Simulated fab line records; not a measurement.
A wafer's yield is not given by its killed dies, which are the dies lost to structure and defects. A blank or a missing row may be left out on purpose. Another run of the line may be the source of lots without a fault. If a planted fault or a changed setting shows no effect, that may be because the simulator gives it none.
Matching of chambers    flow nand_harc    NHARC_P_CONTACT_ALD_22 on ald_metal-01 has 4 sister chambers
The step deposits TiN, target thk 3 nm, pulse time 1 s, ald cycles 150. 18 wafers are shown with their chamber, then 9 later ones without.

WAFERS WITH THEIR CHAMBER
wafer   chamber  heater_power_w (W)  precursor_pulse_height_rel
L075.3  3        1014                1.019
L075.4  0        1090                1.002
L075.6  1        1024                1.039
L078.3  1        1034                1.000
L078.4  3        994                 1.003
L078.5  3        962                 0.993
L083.3  1        1093                1.000
L083.4  2        891                 1.016
L083.6  2        908                 0.987
L087.3  3        969                 0.973
L087.5  0        1057                0.989
L087.6  3        996                 0.981
L088.3  2        875                 1.023
L088.4  1        1091                1.022
L088.5  1        1110                1.009
L090.3  2        908                 0.993
L090.4  1        1108                1.030
L090.6  0        1046                1.034

SIGNATURES, as means of the wafers listed above
reading                     chamber 0  chamber 1  chamber 2  chamber 3  scatter within a chamber
heater_power_w              1064.33    1076.67    895.50     987.00     27.7
precursor_pulse_height_rel  1.00833    1.01667    1.00475    0.99380    0.0182
Rule: distance of a wafer from a chamber = root of the sum over the readings of ((wafer's reading minus chamber's mean) / reading's scatter) squared. The wafer belongs to the nearest chamber; if the next one is less than 2 further off, it can't be placed. How the scatter is found: for the shown wafers, subtract from each reading the mean of its chamber, square and add these, divide the total by (wafers less chambers), then take the root.

WAFERS WITH NO CHAMBER GIVEN
wafer   heater_power_w (W)  precursor_pulse_height_rel
L092.1  1038                1.030
L092.3  1129                1.013
L092.5  990                 1.003
L093.4  978                 1.002
L093.5  1126                1.004
L093.6  886                 0.948
L095.1  1034                0.996
L095.4  898                 0.992
L095.6  893                 0.964

WHICH CHAMBER EACH ONE RAN IN
wafer   from the rows above           in truth
L092.1  can't be placed: 0 or 1 or 3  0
L092.3  can't be placed: 1 or 0       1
L092.5  3                             3
L093.4  3                             3
L093.5  can't be placed: 1 or 0       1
L093.6  can't be placed: 2 or 3       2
L095.1  can't be placed: 0 or 3 or 1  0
L095.4  2                             2
L095.6  can't be placed: 2 or 3       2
Placed correctly: 3 of 9. From these rows, 6 cannot be placed; in 6 the true chamber is one of the candidates. Placed wrongly: 0.
